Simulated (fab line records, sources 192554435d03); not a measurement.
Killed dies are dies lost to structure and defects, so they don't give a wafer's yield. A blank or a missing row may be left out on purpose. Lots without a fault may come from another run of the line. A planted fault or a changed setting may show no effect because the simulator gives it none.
Problem report in the 8D (eight disciplines) form, filled by code | flow n5_finfet | the parts of the form that need people (team, actions taken, sign-off) are left out

1. THE PROBLEM
head_pressure_psi at N5_HKMG_FIN_CMP_94 reads a mean of 3.826 psi on 6 wafers of 2 lots; wafers without a fault read 4.001 psi with a standard deviation of 0.0098. That is -18 standard deviations from the usual mean.
The step: polishes, stops on SiNx, t overpolish 4.7 s, target thk 43.299 nm.
First seen on wafer L640.3, day 7 02:41, on cmp-01. The record holds 30 wafers of 10 lots with a number at this step. Rule for "out", or "out of limits": more than 4 standard deviations from the usual mean. The other wafers with a number count as sound.

2. WHAT IT IS AND WHAT IT IS NOT
question                    | is                     | is not
which readings at this step | head_pressure_psi      | -
which lots                  | L640, L643             | L630, L631, L635, L636, L642, L648, L650, L652
which wafers of those lots  | all that have a number | -
read on which tools         | cmp-01                 | cmp-02, cmp-03
when                        | from day 7 02:41       | up to then (12 sound wafers); but 12 sound wafers of L642, L648, L650, L652 came after

3. SUSPECTS, AND WHAT RULES EACH OUT
Counting: a tool at a process step up to the reading stays a suspect if it ran every lot that is out and no sound lot after the first of them.
- plasma_asher-01 at N5_HKMG_FIN_STRIP_88 (strips in N2/H2, time 360 s): ruled out as a lasting fault. Sound lots L642, L650, L652 ran on it after its first lot that is out, L640 (day 7 00:06).
- ald_metal-01 at N5_HKMG_FIN_NWFM_ALD_20 (deposits TiAlC, target thk 2 nm, pulse time 3 s, purge time 2 s): ruled out as a lasting fault. Sound lots L642, L648 ran on it after its first lot that is out, L640 (day 7 00:22).
- cmp-01 at N5_HKMG_FIN_CMP_94 (polishes, stops on SiNx, t overpolish 4.7 s, target thk 43.299 nm): kept. It ran every lot that is out, first L640 (day 7 02:41), and no sound lot after that; its last sound lot up to then is L636 (day 6 03:18). Its own readings are out on those wafers: head_pressure_psi.
Left after counting: cmp-01 at N5_HKMG_FIN_CMP_94.

4. THE CAUSE (what the simulator had put in)
Process parameter drift: cmp-01, from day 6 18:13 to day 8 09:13, at N5_HKMG_FIN_CMP_94. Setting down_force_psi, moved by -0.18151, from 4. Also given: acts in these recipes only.
Counting left only this tool.

5. THE CHAIN OF EFFECTS, in route order
Each row: a reading whose mean over the struck wafers that have a number lies more than 3 standard deviations from the usual. Only readings for which the record gives a usual standard deviation are gone through. hours: the time from each lot's start at the first step in this table that gives one to its start at this step, as a median over the lots. sigmas: the change in usual standard deviations.
hours | step               | reading           | usual     | on struck wafers | change | sigmas
0     | N5_HKMG_FIN_CMP_94 | head_pressure_psi | 4.001 psi | 3.826            | -0.175 | -18
The process steps in it:
- N5_HKMG_FIN_CMP_94: polishes, stops on SiNx, t overpolish 4.7 s, target thk 43.299 nm.
Later measuring or inspecting steps at which every struck wafer that the step has a row for has a number for every such reading, and none has moved that far: N5_BEOL_M4_RC_MEAS_101.

6. WHAT WOULD HAVE CAUGHT IT SOONER
In this record the first reading out of limits was taken at day 7 02:41, 8 hours after the fault began at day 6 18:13.
